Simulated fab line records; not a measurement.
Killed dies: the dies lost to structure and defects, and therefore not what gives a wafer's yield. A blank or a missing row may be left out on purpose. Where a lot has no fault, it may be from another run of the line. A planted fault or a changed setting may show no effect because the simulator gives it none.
Which tool was responsible? || flow nand-harc || 11 lots, 33 wafers sampled, at 5 steps of a route of 1159

## WHAT THE GAUGES SHOWED, per wafer
NHARC_A_SGD_CUT_OVL_MEAS_10.
{"lot": "L079", "measured": "day 14 08:49", "on": "overlay-01", "overlay-x-nm (nm)": "-1.8 -1.1 -1.7"}
{"lot": "L077", "measured": "day 14 09:46", "on": "overlay-02", "overlay-x-nm (nm)": "1.7 0.8 1.3"}
{"lot": "L078", "measured": "day 14 19:13", "on": "overlay-02", "overlay-x-nm (nm)": "0.3 0.6 0.3"}
{"lot": "L080", "measured": "day 15 23:37", "on": "overlay-01", "overlay-x-nm (nm)": "-2.1 -2.3 -2.3"}
{"lot": "L082", "measured": "day 16 05:42", "on": "overlay-01", "overlay-x-nm (nm)": "-1.2 -1.3 -1.6"}
{"lot": "L084", "measured": "day 16 14:32", "on": "overlay-01", "overlay-x-nm (nm)": "0.2 0.0 0.0"}
{"lot": "L087", "measured": "day 17 02:29", "on": "overlay-01", "overlay-x-nm (nm)": "0.2 -0.2 -0.2"}
{"lot": "L091", "measured": "day 17 22:56", "on": "overlay-01", "overlay-x-nm (nm)": "1.1 1.0 0.8"}
{"lot": "L088", "measured": "day 18 15:41", "on": "overlay-02", "overlay-x-nm (nm)": "-1.1 -1.6 -1.0"}
{"lot": "L090", "measured": "day 18 15:50", "on": "overlay-02", "overlay-x-nm (nm)": "-0.3 -0.4 -0.5"}
{"lot": "L095", "measured": "day 18 20:38", "on": "overlay-02", "overlay-x-nm (nm)": "0.4 0.6 0.4"}

## WHAT TOOL EACH LOT RAN ON (gives the tool, then ch and the chambers of the sampled wafers, and finally the start)
{"lot": "L079", "NHARC_A_STAIRCASE_DESCUM_291": "rie-diel-11 ch 0,2,3, day 12 01:33", "NHARC_A_STAIRCASE_DESCUM_312": "rie-diel-11 ch 0,1, day 12 07:02", "NHARC_A_STAIRCASE_DEP_151": "pecvd-03 ch 0,1, day 13 01:28", "NHARC_A_STAIRCASE_DESCUM_443": "rie-diel-04 ch 0,2,3, day 14 02:25"}
{"lot": "L077", "NHARC_A_STAIRCASE_DESCUM_291": "rie-diel-11 ch 0,2, day 12 05:08", "NHARC_A_STAIRCASE_DESCUM_312": "rie-diel-11 ch 0,2,3, day 12 12:04", "NHARC_A_STAIRCASE_DEP_151": "pecvd-01 ch 1,2, day 13 04:40", "NHARC_A_STAIRCASE_DESCUM_443": "rie-diel-03 ch 1,3, day 14 02:31"}
{"lot": "L078", "NHARC_A_STAIRCASE_DESCUM_291": "rie-diel-11 ch 0,3, day 12 13:43", "NHARC_A_STAIRCASE_DESCUM_312": "rie-diel-03 ch 0,1, day 12 18:48", "NHARC_A_STAIRCASE_DEP_151": "pecvd-02 ch 0,1, day 13 14:01", "NHARC_A_STAIRCASE_DESCUM_443": "rie-diel-11 ch 0,1, day 14 13:22"}
{"lot": "L080", "NHARC_A_STAIRCASE_DESCUM_291": "rie-diel-11 ch 0,2,3, day 13 20:42", "NHARC_A_STAIRCASE_DESCUM_312": "rie-diel-11 ch 1,2, day 14 02:56", "NHARC_A_STAIRCASE_DEP_151": "pecvd-01 ch 0,1,2, day 14 19:47", "NHARC_A_STAIRCASE_DESCUM_443": "rie-diel-11 ch 0,2,3, day 15 17:46"}
{"lot": "L082", "NHARC_A_STAIRCASE_DESCUM_291": "rie-diel-04 ch 0,1,3, day 14 01:05", "NHARC_A_STAIRCASE_DESCUM_312": "rie-diel-03 ch 1,2, day 14 07:11", "NHARC_A_STAIRCASE_DEP_151": "pecvd-01 ch 0,1, day 14 23:52", "NHARC_A_STAIRCASE_DESCUM_443": "rie-diel-03 ch 0,2,3, day 15 23:08"}
{"lot": "L084", "NHARC_A_STAIRCASE_DESCUM_291": "rie-diel-11 ch 1,2,3, day 14 05:26", "NHARC_A_STAIRCASE_DESCUM_312": "rie-diel-11 ch 0,1,2, day 14 10:52", "NHARC_A_STAIRCASE_DEP_151": "pecvd-03 ch 0,1,2, day 15 06:15", "NHARC_A_STAIRCASE_DESCUM_443": "rie-diel-04 ch 1,2,3, day 16 08:35"}
{"lot": "L087", "NHARC_A_STAIRCASE_DESCUM_291": "rie-diel-04 ch 1,2, day 14 21:59", "NHARC_A_STAIRCASE_DESCUM_312": "rie-diel-11 ch 1,2,3, day 15 03:07", "NHARC_A_STAIRCASE_DEP_151": "pecvd-01 ch 0,1,2, day 15 19:35", "NHARC_A_STAIRCASE_DESCUM_443": "rie-diel-04 ch 0,2,3, day 16 20:31"}
{"lot": "L091", "NHARC_A_STAIRCASE_DESCUM_291": "rie-diel-04 ch 0,1, day 15 16:01", "NHARC_A_STAIRCASE_DESCUM_312": "rie-diel-03 ch 0,2, day 15 23:00", "NHARC_A_STAIRCASE_DEP_151": "pecvd-02 ch 1,2, day 16 16:46", "NHARC_A_STAIRCASE_DESCUM_443": "rie-diel-04 ch 0,1, day 17 16:24"}
{"lot": "L088", "NHARC_A_STAIRCASE_DESCUM_291": "rie-diel-11 ch 1,2,3, day 16 02:19", "NHARC_A_STAIRCASE_DESCUM_312": "rie-diel-04 ch 1,2,3, day 16 10:12", "NHARC_A_STAIRCASE_DEP_151": "pecvd-03 ch 1,2, day 17 04:06", "NHARC_A_STAIRCASE_DESCUM_443": "rie-diel-11 ch 0,3, day 18 09:44"}
{"lot": "L090", "NHARC_A_STAIRCASE_DESCUM_291": "rie-diel-04 ch 0,1,3, day 16 05:26", "NHARC_A_STAIRCASE_DESCUM_312": "rie-diel-03 ch 1,2, day 16 12:23", "NHARC_A_STAIRCASE_DEP_151": "pecvd-01 ch 0,1,2, day 17 03:52", "NHARC_A_STAIRCASE_DESCUM_443": "rie-diel-03 ch 0,1,3, day 18 09:56"}
{"lot": "L095", "NHARC_A_STAIRCASE_DESCUM_291": "rie-diel-03 ch 0,2,3, day 16 16:43", "NHARC_A_STAIRCASE_DESCUM_312": "rie-diel-03 ch 0,1,2, day 17 00:08", "NHARC_A_STAIRCASE_DEP_151": "pecvd-01 ch 0,1, day 17 17:10", "NHARC_A_STAIRCASE_DESCUM_443": "rie-diel-03 ch 1,2,3, day 18 14:38"}
- NHARC_A_STAIRCASE_DESCUM_291: chemistry O2, time 3 s.
- NHARC_A_STAIRCASE_DESCUM_312: chemistry O2, time 3 s.
- NHARC_A_STAIRCASE_DEP_151: deposits SiO2, target thk 3800 nm.
- NHARC_A_STAIRCASE_DESCUM_443: chemistry O2, time 3 s.

## THE ANSWER, worked out from the rows above alone
Rule: the usual values come from the lots themselves. Put in order of their means at a reading, lots are off if they are a third of the lots or fewer, leave a main group of 4 or more, and stand apart from it by a gap of 3 or more times the standard deviation of the main group's means; of several such gaps the widest counts. Not used: any main group whose means are identical at the precision the tables above print for the reading. Also off: a lot with no number at a reading for which 4 or more lots have one. Where the step has rows for the other lots, those lots are counted as sound.
Nothing can be told from this: no lot is off at any reading shown.

## WHAT THE SIMULATOR HAD PUT IN
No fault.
